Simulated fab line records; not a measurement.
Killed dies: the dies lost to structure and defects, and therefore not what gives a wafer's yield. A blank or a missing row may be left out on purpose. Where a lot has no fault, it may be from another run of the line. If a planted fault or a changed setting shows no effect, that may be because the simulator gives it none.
fab line records	flow n5Finfet
[record] lots = 24	wafers = 72	lastDay = 18
route steps=1938 shown BEOL_M7@1267
lots with no fault: from the same line, run without faults
startH: the number of hours between the record's first day and the start of the first shown wafer of the lot	waitH: hours elapsed since this lot's preceding step	" the same as in the row above	L1.1+2: one row covering several wafers at once	- either no value or no given start	* or withheld: withheld	< > ~ a bound
route shown NAME@n: names a module that has steps shown in the file, with the first one's number in the route	usual: mean and standard deviation over wafers with no fault	same: alike in all rows	chamber/n: place in a boat	sites: each site's reading	_std_site: standard deviation across them	_edge_site: the outer-site mean with the inner-site mean subtracted	radiusMm: how far each site lies from the wafer's centre	mask NAME#n: copy n	behind: tool/chamber where the wafer was last shaped	hold: reason for holding the lot/hours on hold/outcome of the hold	device: the transistor (n, p or np) that didn't switch	end of line: the tests these same wafers got at the end of their route	a step with no rows: only its recipe	killed: the dies lost at the first sort to structure and to defects; this is not the yield of the wafer	map: a wafer's dies, x killed, . not, _ none there
set.NAME: the setting the step ran with; set.NAME@STEP: the setting that earlier step ran with	model.NAME: the simulator's own value behind a step, which no gauge read
one table for each step of the route and one row for each wafer, over a sample of lots
services: a tool's chamber out of use, with start hour (startH, from the record's first day; less than 0 if before it), hours out, and reason
[[steps]]
[step N5_BEOL_M7_HM_DEP_02]
[recipe] material = TiN	targetThkA = 200	tempC = 25	chamberPressurePa = 0.49996
[usual] throttleValvePct = 30.8/0.93
lot.wafer	tool	chamber	startH	waitH	throttleValvePct
L075.2	pvdSputter-02	-	209.65	1.3	32.5
L075.3	"	-	"	"	31.5
L075.5	"	-	"	"	32.6
L074.3	pvdSputter-02	-	215.01	0.5	29.4
L074.4	"	-	"	"	32.3
L074.5	"	-	"	"	32.4
L076.1	pvdSputter-03	-	219.43	3.5	31.6
L076.2	"	-	"	"	30.7
L076.4	"	-	"	"	31.8
L077.4	pvdSputter-03	-	223.07	0.5	30.5
L077.5	"	-	"	"	31.5
L077.6	"	-	"	"	30.7
L079.2	pvdSputter-02	-	232.22	1.4	32.6
L079.3	"	-	"	"	31.4
L079.4	"	-	"	"	30.6
L078.2	pvdSputter-01	-	232.30	1.2	30.6
L078.3	"	-	"	"	29.6
L078.6	"	-	"	"	30.6
L080.2	pvdSputter-01	-	232.40	1.1	30.1
L080.4	"	-	"	"	29.5
L080.5	"	-	"	"	29.5
L082.1	pvdSputter-02	-	236.50	0.4	32.4
L082.2	"	-	"	"	29.7
L082.6	"	-	"	"	30.9
L081.2	pvdSputter-02	-	240.81	1.8	31.6
L081.5	"	-	"	"	32.4
L081.6	"	-	"	"	30.7
L083.4	pvdSputter-03	-	254.90	2.2	30.4
L083.5	"	-	"	"	30.7
L083.6	"	-	"	"	31.8
L085.1	pvdSputter-03	-	273.29	1.6	31.9
L085.4	"	-	"	"	30.8
L085.5	"	-	"	"	30.9
L086.1	pvdSputter-02	-	277.42	0.8	29.9
L086.4	"	-	"	"	31.5
L086.6	"	-	"	"	31.2
L084.2	pvdSputter-01	-	279.20	2.1	29.8
L084.4	"	-	"	"	30.3
L084.6	"	-	"	"	30.4
L087.1	pvdSputter-02	-	288.89	2.3	32.5
L087.2	"	-	"	"	30.7
L087.3	"	-	"	"	29.8
L089.4	pvdSputter-02	-	288.99	2.3	31.7
L089.5	"	-	"	"	31.2
L089.6	"	-	"	"	29.4
L088.1	pvdSputter-03	-	289.08	1.1	31.3
L088.3	"	-	"	"	31.0
L088.4	"	-	"	"	30.4
L091.1	pvdSputter-01	-	294.49	0.4	30.6
L091.3	"	-	"	"	29.8
L091.6	"	-	"	"	29.7
L092.1	pvdSputter-01	-	301.77	1.1	29.6
L092.4	"	-	"	"	30.5
L092.5	"	-	"	"	30.3
L090.1	pvdSputter-03	-	301.92	1.1	31.8
L090.2	"	-	"	"	32.0
L090.3	"	-	"	"	30.3
L093.1	pvdSputter-03	-	309.30	2.0	31.7
L093.4	"	-	"	"	30.5
L093.6	"	-	"	"	30.6
L094.2	pvdSputter-01	-	331.71	1.6	30.4
L094.3	"	-	"	"	29.7
L094.6	"	-	"	"	30.4
L095.2	pvdSputter-01	-	336.51	1.0	29.7
L095.4	"	-	"	"	29.7
L095.5	"	-	"	"	29.8
L097.2	pvdSputter-02	-	341.26	0.8	30.7
L097.3	"	-	"	"	31.3
L097.5	"	-	"	"	31.7
L096.3	pvdSputter-02	-	342.54	0.4	29.6
L096.4	"	-	"	"	30.8
L096.6	"	-	"	"	32.3
[step N5_BEOL_M7_CD_MEAS_11]
[recipe] targetCdNm = 38.5	landingEnergyEv = 500	detector = seInlens	polarity = opening
[usual] cdNm = 38.7/0.47
lot.wafer	tool	chamber	startH	waitH	cdNm
L075.2	cdSem-01	0	210.15	-	38.8
L075.3	"	0	"	"	38.7
L075.5	"	0	"	"	39.5
L074.3	cdSem-03	0	215.52	-	39.2
L074.4	"	0	"	"	38.4
L074.5	"	0	"	"	38.6
L076.1	cdSem-02	0	219.80	-	38.7
L076.2	"	0	"	"	39.5
L076.4	"	0	"	"	39.4
L077.4	cdSem-01	0	223.44	-	38.1
L077.5	"	0	"	"	39.2
L077.6	"	0	"	"	38.8
L079.2	cdSem-01	0	232.72	-	38.3
L079.3	"	0	"	"	39.1
L079.4	"	0	"	"	38.0
L078.2	cdSem-02	0	232.89	-	38.7
L078.3	"	0	"	"	38.7
L078.6	"	0	"	"	39.0
L080.2	cdSem-02	0	232.93	-	38.3
L080.4	"	0	"	"	38.5
L080.5	"	0	"	"	38.7
L082.1	cdSem-01	0	236.88	-	39.0
L082.2	"	0	"	"	38.3
L082.6	"	0	"	"	39.0
L081.2	cdSem-03	0	241.31	-	38.5
L081.5	"	0	"	"	38.9
L081.6	"	0	"	"	38.3
L083.4	cdSem-01	0	255.28	-	38.6
L083.5	"	0	"	"	39.6
L083.6	"	0	"	"	39.4
L085.1	cdSem-02	0	273.79	-	38.1
L085.4	"	0	"	"	38.5
L085.5	"	0	"	"	39.0
L086.1	cdSem-02	0	277.79	-	39.3
L086.4	"	0	"	"	38.4
L086.6	"	0	"	"	38.7
L084.2	cdSem-03	0	279.70	-	38.9
L084.4	"	0	"	"	39.3
L084.6	"	0	"	"	38.7
L087.1	cdSem-02	0	289.38	-	38.5
L087.2	"	0	"	"	38.2
L087.3	"	0	"	"	38.4
L089.4	cdSem-01	0	289.55	-	38.1
L089.5	"	0	"	"	37.3
L089.6	"	0	"	"	38.2
L088.1	cdSem-02	0	289.72	-	38.2
L088.3	"	0	"	"	38.5
L088.4	"	0	"	"	37.9
L091.1	cdSem-01	0	294.99	-	38.2
L091.3	"	0	"	"	38.2
L091.6	"	0	"	"	38.7
L092.1	cdSem-01	0	302.27	-	38.7
L092.4	"	0	"	"	38.9
L092.5	"	0	"	"	38.8
L090.1	cdSem-03	0	302.31	-	38.5
L090.2	"	0	"	"	38.6
L090.3	"	0	"	"	39.0
L093.1	cdSem-01	0	309.80	-	38.5
L093.4	"	0	"	"	39.5
L093.6	"	0	"	"	39.1
L094.2	cdSem-02	0	332.08	-	39.4
L094.3	"	0	"	"	38.4
L094.6	"	0	"	"	38.7
L095.2	cdSem-01	0	337.01	-	38.6
L095.4	"	0	"	"	39.0
L095.5	"	0	"	"	39.2
L097.2	cdSem-02	0	341.75	-	38.3
L097.3	"	0	"	"	38.8
L097.5	"	0	"	"	38.1
L096.3	cdSem-01	0	343.04	-	39.4
L096.4	"	0	"	"	39.7
L096.6	"	0	"	"	39.3
[step N5_BEOL_M7_HM_OPEN_17]
[recipe] chemistry = Cl2/BCl3	targetDepthA = 200	overetchA = 60	target = TiN	maskMaterial = SOC	ionEnergyEv = 150	pressureMtorr = 10	icpW = 1000	biasW = 126	Cl2_flow_sccm = 53.25	bcl3FlowSccm = 21.75	Ar_flow_sccm = 25
[usual] chamberPressureMTorr = 10.001/0.0093	drypumpMotorCurrentA = 5.9/0.59	oes_ar_750_au = 0.83/0.078	oesProductAu = 0.70/0.064	throttleValvePct = 22.0/0.34
lot.wafer	tool	chamber	startH	waitH	chamberPressureMTorr	drypumpMotorCurrentA	oes_ar_750_au	oesProductAu	rfHoursCounterH	throttleValvePct
L075.2	rieMetal-02	1	210.52	0.0	10.001	6.0	0.79	0.67	39	22.5
L075.3	"	1	"	"	9.998	6.0	0.79	0.67	-	22.5
L075.5	"	1	"	"	10.000	6.0	0.80	0.68	-	22.5
L074.3	rieMetal-02	1	215.91	0.1	10.002	6.0	0.79	0.65	-	22.6
L074.4	"	0	"	"	9.990	5.6	0.73	0.60	-	22.0
L074.5	"	0	"	"	10.000	5.6	0.73	0.61	-	22.0
L076.1	rieMetal-01	0	220.17	0.0	10.000	4.7	0.86	0.76	12	22.1
L076.2	"	1	"	"	10.009	6.3	1.03	0.83	2	21.4
L076.4	"	1	"	"	9.977	6.3	1.02	0.84	-	21.4
L077.4	rieMetal-02	0	223.84	0.1	9.984	5.6	0.73	0.60	-	22.0
L077.5	"	1	"	"	9.989	6.1	0.80	0.66	-	22.5
L077.6	"	0	"	"	10.015	5.6	0.73	0.60	-	22.0
L079.2	rieMetal-03	1	233.24	0.0	10.009	6.4	0.82	0.71	25	22.1
L079.3	"	0	"	"	10.016	6.4	0.85	0.74	-	22.1
L079.4	"	1	"	"	10.001	6.4	0.82	0.70	-	22.1
L078.2	rieMetal-01	1	233.26	0.0	10.003	6.3	1.01	0.82	3	21.4
L078.3	"	0	"	"	9.999	4.7	0.87	0.77	-	22.1
L078.6	"	1	"	"	9.991	6.3	1.01	0.82	-	21.4
L080.2	rieMetal-03	1	233.56	0.0	9.994	6.4	0.82	0.71	25	22.1
L080.4	"	1	"	"	10.015	6.4	0.81	0.70	-	22.1
L080.5	"	1	"	"	9.997	6.4	0.82	0.71	-	22.0
L082.1	rieMetal-03	0	237.26	0.0	10.014	6.4	0.85	0.73	16	22.1
L082.2	"	1	"	"	10.008	6.4	0.82	0.69	26	22.1
L082.6	"	1	"	"	9.988	6.4	0.81	0.70	-	22.1
L081.2	rieMetal-02	0	241.68	0.0	10.005	5.6	0.73	0.61	74	22.0
L081.5	"	0	"	"	10.000	5.6	0.72	0.60	-	22.0
L081.6	"	1	"	"	9.986	6.0	0.79	0.66	-	22.6
L083.4	rieMetal-03	1	255.67	0.1	9.993	6.3	0.81	0.69	-	22.1
L083.5	"	1	"	"	10.006	6.4	0.81	0.70	-	22.1
L083.6	"	0	"	"	10.001	6.3	0.84	0.74	-	22.1
L085.1	rieMetal-03	1	274.47	0.0	10.006	6.3	0.81	0.70	29	22.0
L085.4	"	0	"	"	10.003	6.3	0.83	0.74	-	22.0
L085.5	"	0	"	"	9.980	6.3	0.84	0.74	-	22.1
L086.1	rieMetal-03	0	278.16	0.0	9.998	6.3	0.83	0.72	19	22.1
L086.4	"	1	"	"	9.997	6.4	0.81	0.69	-	22.1
L086.6	"	0	"	"	10.006	6.3	0.85	0.73	-	22.1
L084.2	rieMetal-03	1	280.07	0.0	9.999	6.4	0.81	0.71	29	22.0
L084.4	"	1	"	"	9.994	6.3	0.81	0.70	-	22.0
L084.6	"	0	"	"	10.006	6.3	0.84	0.73	-	22.0
L087.1	rieMetal-03	0	289.75	0.0	10.007	6.3	0.84	0.73	20	22.1
L087.2	"	1	"	"	9.984	6.4	0.80	0.69	30	22.1
L087.3	"	1	"	"	9.998	6.4	0.80	0.69	-	22.1
L089.4	rieMetal-01	1	289.95	0.1	9.993	6.3	0.97	0.78	-	21.4
L089.5	"	0	"	"	10.015	4.7	0.84	0.73	-	22.2
L089.6	"	1	"	"	9.998	6.3	0.97	0.78	-	21.4
L088.1	rieMetal-02	1	290.08	0.0	10.006	6.0	0.78	0.65	46	22.5
L088.3	"	0	"	"	9.993	5.6	0.72	0.60	-	22.0
L088.4	"	1	"	"	10.002	6.0	0.78	0.65	-	22.6
L091.1	rieMetal-02	0	295.36	0.0	10.011	5.6	0.72	0.59	78	22.0
L091.3	"	0	"	"	9.996	5.6	0.72	0.59	-	22.0
L091.6	"	1	"	"	10.006	6.0	0.77	0.66	-	22.5
L092.1	rieMetal-01	0	302.63	0.0	10.000	4.7	0.84	0.74	19	22.2
L092.4	"	0	"	"	10.003	4.7	0.84	0.75	-	22.1
L092.5	"	1	"	"	9.987	6.3	0.96	0.77	-	21.4
L090.1	rieMetal-02	0	302.89	0.0	10.004	5.6	0.72	0.60	79	22.0
L090.2	"	1	"	"	10.002	6.0	0.77	0.65	48	22.5
L090.3	"	0	"	"	10.006	5.6	0.71	0.59	-	22.0
L093.1	rieMetal-01	0	310.49	0.0	10.012	4.7	0.84	0.75	19	22.1
L093.4	"	0	"	"	9.994	4.7	0.84	0.72	-	22.2
L093.6	"	0	"	"	9.997	4.7	0.84	0.74	-	22.2
L094.2	rieMetal-01	1	332.45	0.0	10.010	6.2	0.95	0.78	10	21.4
L094.3	"	1	"	"	9.989	6.2	0.95	0.77	-	21.4
L094.6	"	1	"	"	10.018	6.3	0.96	0.78	-	21.4
L095.2	rieMetal-02	1	337.50	0.0	9.991	6.0	0.76	0.65	52	22.6
L095.4	"	1	"	"	10.012	6.0	0.76	0.65	-	22.5
L095.5	"	0	"	"	9.993	5.6	0.71	0.59	-	22.0
L097.2	rieMetal-01	0	342.37	0.0	10.019	4.7	0.83	0.74	22	22.2
L097.3	"	0	"	"	9.999	4.7	0.83	0.73	-	22.2
L097.5	"	1	"	"	9.990	6.3	0.95	0.76	-	21.4
L096.3	rieMetal-01	1	343.43	0.1	9.992	6.2	0.95	0.77	-	21.4
L096.4	"	0	"	"	9.999	4.7	0.83	0.74	-	22.1
L096.6	"	0	"	"	9.991	4.7	0.83	0.74	-	22.2
[step N5_BEOL_M7_CD_MEAS_18]
[recipe] pitchNm = 80	targetCdNm = 40
[usual] cdNm = 40.3/0.62
lot.wafer	tool	chamber	startH	waitH	cdNm
L075.2	cdSem-03	-	210.70	0.1	40.3
L075.3	"	-	"	"	40.5
L075.5	"	-	"	"	41.1
L074.3	cdSem-02	-	216.06	0.1	40.7
L074.4	"	-	"	"	40.1
L074.5	"	-	"	"	39.4
L076.1	cdSem-02	-	220.35	0.0	40.1
L076.2	"	-	"	"	41.6
L076.4	"	-	"	"	40.4
L077.4	cdSem-01	-	224.10	0.1	40.0
L077.5	"	-	"	"	40.4
L077.6	"	-	"	"	40.2
L079.2	cdSem-01	-	233.61	0.1	40.2
L079.3	"	-	"	"	40.5
L079.4	"	-	"	"	39.9
L078.2	cdSem-01	-	233.65	0.1	40.0
L078.3	"	-	"	"	40.0
L078.6	"	-	"	"	40.5
L080.2	cdSem-01	-	233.75	0.1	39.8
L080.4	"	-	"	"	40.5
L080.5	"	-	"	"	39.7
L082.1	cdSem-02	-	237.44	0.0	39.9
L082.2	"	-	"	"	40.5
L082.6	"	-	"	"	41.2
L081.2	cdSem-02	-	241.86	0.1	40.4
L081.5	"	-	"	"	40.6
L081.6	"	-	"	"	39.7
L083.4	cdSem-03	-	255.91	0.1	40.5
L083.5	"	-	"	"	40.4
L083.6	"	-	"	"	41.1
L085.1	cdSem-02	-	274.74	0.1	39.7
L085.4	"	-	"	"	39.6
L085.5	"	-	"	"	40.6
L086.1	cdSem-03	-	278.34	0.0	41.1
L086.4	"	-	"	"	39.9
L086.6	"	-	"	"	40.2
L084.2	cdSem-02	-	280.25	0.1	40.9
L084.4	"	-	"	"	40.9
L084.6	"	-	"	"	39.5
L087.1	cdSem-03	-	289.97	0.0	39.5
L087.2	"	-	"	"	39.7
L087.3	"	-	"	"	39.2
L089.4	cdSem-01	-	290.13	0.1	40.0
L089.5	"	-	"	"	38.2
L089.6	"	-	"	"	39.9
L088.1	cdSem-02	-	290.27	0.0	39.8
L088.3	"	-	"	"	39.8
L088.4	"	-	"	"	39.1
L091.1	cdSem-02	-	295.54	0.0	38.9
L091.3	"	-	"	"	39.7
L091.6	"	-	"	"	40.4
L092.1	cdSem-03	-	302.82	0.1	40.5
L092.4	"	-	"	"	40.6
L092.5	"	-	"	"	40.8
L090.1	cdSem-02	-	303.07	0.0	40.0
L090.2	"	-	"	"	40.7
L090.3	"	-	"	"	40.7
L093.1	cdSem-03	-	310.67	0.0	40.0
L093.4	"	-	"	"	40.9
L093.6	"	-	"	"	40.5
L094.2	cdSem-03	-	332.63	0.1	41.0
L094.3	"	-	"	"	39.7
L094.6	"	-	"	"	40.3
L095.2	cdSem-02	-	337.73	0.1	40.7
L095.4	"	-	"	"	40.2
L095.5	"	-	"	"	40.7
L097.2	cdSem-03	-	342.55	0.1	40.0
L097.3	"	-	"	"	40.0
L097.5	"	-	"	"	38.9
L096.3	cdSem-01	-	343.67	0.1	41.0
L096.4	"	-	"	"	41.0
L096.6	"	-	"	"	41.4
[step N5_BEOL_M7_OVL_MEAS_29]
[recipe] pointsPerWafer = 522
[usual] V6_OVL = 0.3/0.68
[same] pointsPerWafer = 522
lot.wafer	tool	chamber	startH	waitH	V6_OVL[nm]
L075.2	overlay-02	0	212.13	0.0	-0.9
L075.3	"	0	"	"	-0.3
L075.5	"	0	"	"	-0.3
L074.3	overlay-01	0	218.95	0.0	0.9
L074.4	"	0	"	"	0.7
L074.5	"	0	"	"	0.5
L076.1	overlay-01	0	222.08	0.0	-0.7
L076.2	"	0	"	"	-0.3
L076.4	"	0	"	"	0.3
L077.4	overlay-01	0	225.40	0.0	0.3
L077.5	"	0	"	"	1.6
L077.6	"	0	"	"	1.1
L079.2	overlay-02	0	235.54	0.0	0.8
L079.3	"	0	"	"	0.2
L079.4	"	0	"	"	0.6
L078.2	overlay-01	0	235.58	0.0	-0.3
L078.3	"	0	"	"	0.9
L078.6	"	0	"	"	0.3
L080.2	overlay-02	0	235.63	0.0	-0.6
L080.4	"	0	"	"	0.4
L080.5	"	0	"	"	0.2
L082.1	overlay-01	0	237.78	0.0	-0.3
L082.2	"	0	"	"	1.2
L082.6	"	0	"	"	0.1
L081.2	overlay-01	0	243.75	0.0	1.3
L081.5	"	0	"	"	0.6
L081.6	"	0	"	"	0.4
L083.4	overlay-01	0	256.29	0.1	1.2
L083.5	"	0	"	"	1.2
L083.6	"	0	"	"	1.3
L086.1	overlay-02	0	282.18	0.0	0.3
L086.4	"	0	"	"	0.6
L086.6	"	0	"	"	-0.3
L085.1	overlay-01	0	284.25	0.0	0.1
L085.4	"	0	"	"	0.4
L085.5	"	0	"	"	-0.1
L084.2	overlay-02	0	284.43	0.0	0.1
L084.4	"	0	"	"	0.3
L084.6	"	0	"	"	-0.7
L089.4	overlay-02	0	291.78	0.0	0.7
L089.5	"	0	"	"	0.1
L089.6	"	0	"	"	0.4
L088.1	overlay-01	0	291.94	0.0	-0.1
L088.3	"	0	"	"	0.8
L088.4	"	0	"	"	-0.7
L087.1	overlay-01	0	292.13	0.0	0.3
L087.2	"	0	"	"	0.0
L087.3	"	0	"	"	0.3
L091.1	overlay-01	0	296.99	0.0	0.5
L091.3	"	0	"	"	-0.6
L091.6	"	0	"	"	-0.5
L090.1	overlay-02	0	304.97	0.0	0.5
L090.2	"	0	"	"	0.0
L090.3	"	0	"	"	0.1
L092.1	overlay-02	0	305.01	0.0	0.7
L092.4	"	0	"	"	0.8
L092.5	"	0	"	"	1.0
L093.1	overlay-02	0	311.57	0.0	-0.9
L093.4	"	0	"	"	0.1
L093.6	"	0	"	"	0.8
L094.2	overlay-02	0	333.20	0.0	-0.1
L094.3	"	0	"	"	-0.9
L094.6	"	0	"	"	-1.6
L095.2	overlay-02	0	338.07	0.0	1.4
L095.4	"	0	"	"	1.2
L095.5	"	0	"	"	1.3
L097.2	overlay-02	0	344.16	0.0	0.3
L097.3	"	0	"	"	1.0
L097.5	"	0	"	"	0.7
L096.3	overlay-01	0	344.34	0.0	0.3
L096.4	"	0	"	"	1.1
L096.6	"	0	"	"	1.9
[step N5_BEOL_M7_CURE_75]
[recipe] tempC = 370	timeS = 120	ambient = DMADMS/He	material = SiCOH_lowk
[usual] lampPowerPct = 52.31/0.053	wafer_temp_C_max = 372.2/0.6
lot.wafer	tool	chamber	startH	waitH	lampPowerPct	wafer_temp_C_max
L075.2	uvCure-01	0	212.89	0.1	52.24	372.1
L075.3	"	0	"	"	52.35	372.9
L075.5	"	0	"	"	52.38	372.1
L074.3	uvCure-03	0	219.93	0.1	52.38	372.6
L074.4	"	0	"	"	52.39	372.0
L074.5	"	0	"	"	52.28	372.3
L076.1	uvCure-03	2	222.79	0.0	52.21	371.8
L076.2	"	2	"	"	52.35	371.6
L076.4	"	2	"	"	52.32	372.3
L077.4	uvCure-03	0	226.24	0.2	52.32	372.8
L077.5	"	0	"	"	52.36	372.8
L077.6	"	0	"	"	52.28	372.3
L079.2	uvCure-03	2	236.60	0.1	52.38	371.5
L079.3	"	2	"	"	52.26	372.1
L079.4	"	2	"	"	52.35	372.1
L080.2	uvCure-01	2	236.73	0.1	52.32	371.0
L080.4	"	2	"	"	52.20	371.6
L080.5	"	2	"	"	52.31	371.4
L078.2	uvCure-02	2	236.74	0.1	52.34	371.6
L078.3	"	2	"	"	52.25	371.4
L078.6	"	2	"	"	52.31	371.2
L082.1	uvCure-01	0	238.50	0.0	52.32	372.3
L082.2	"	0	"	"	52.30	373.6
L082.6	"	0	"	"	52.33	372.6
L081.2	uvCure-02	1	244.71	0.1	52.30	372.8
L081.5	"	1	"	"	52.26	372.9
L081.6	"	1	"	"	52.32	372.9
L083.4	uvCure-02	1	257.14	0.2	52.26	372.2
L083.5	"	1	"	"	52.34	372.5
L083.6	"	1	"	"	52.37	372.4
L086.1	uvCure-02	1	283.37	0.1	52.24	373.6
L086.4	"	1	"	"	52.35	372.0
L086.6	"	1	"	"	52.27	373.1
L085.1	uvCure-03	1	285.04	0.0	52.33	372.0
L085.4	"	1	"	"	52.31	372.8
L085.5	"	1	"	"	52.28	372.6
L084.2	uvCure-02	1	285.19	0.1	52.35	373.6
L084.4	"	1	"	"	52.36	374.3
L084.6	"	1	"	"	52.34	372.3
L089.4	uvCure-03	0	292.65	0.2	52.23	372.2
L089.5	"	0	"	"	52.36	372.4
L089.6	"	0	"	"	52.34	372.1
L088.1	uvCure-02	0	292.66	0.0	52.25	371.9
L088.3	"	0	"	"	52.37	372.1
L088.4	"	0	"	"	52.31	371.7
L087.1	uvCure-03	0	293.02	0.0	52.45	371.9
L087.2	"	0	"	"	52.27	373.8
L087.3	"	0	"	"	52.26	372.7
L091.1	uvCure-03	0	297.98	0.0	52.40	371.8
L091.3	"	0	"	"	52.32	371.8
L091.6	"	0	"	"	52.35	371.9
L090.1	uvCure-02	0	305.68	0.0	52.40	371.8
L090.2	"	0	"	"	52.31	372.0
L090.3	"	0	"	"	52.33	371.4
L092.1	uvCure-02	0	305.98	0.3	52.32	372.6
L092.4	"	0	"	"	52.37	372.2
L092.5	"	0	"	"	52.25	371.4
L093.1	uvCure-01	2	312.40	0.1	52.33	371.3
L093.4	"	2	"	"	52.37	371.6
L093.6	"	2	"	"	52.27	371.3
L094.2	uvCure-02	2	333.96	0.1	52.32	371.8
L094.3	"	2	"	"	52.31	371.2
L094.6	"	2	"	"	52.39	371.6
L095.2	uvCure-02	0	338.84	0.1	52.22	372.8
L095.4	"	0	"	"	52.29	371.8
L095.5	"	0	"	"	52.35	371.9
L097.2	uvCure-02	0	344.92	0.1	52.37	372.1
L097.3	"	0	"	"	52.27	371.7
L097.5	"	0	"	"	52.30	371.8
L096.3	uvCure-03	2	345.62	0.1	52.42	371.9
L096.4	"	2	"	"	52.28	372.6
L096.6	"	2	"	"	52.31	372.2
[[services]]
tool	chamber	startH	hours	kind
uvCure-03	-	218.91	0.2	repair
uvCure-02	-	226.71	2.1	pm
uvCure-03	-	247.27	2.1	pm
uvCure-01	-	250.39	7.5	pm
uvCure-03	-	258.70	7.5	pm
uvCure-01	-	270.71	7.5	pm
uvCure-01	-	280.97	2.1	pm
rieMetal-02	1	281.50	1.1	repair
rieMetal-03	-	333.44	0.5	repair
[[key]]
fault none
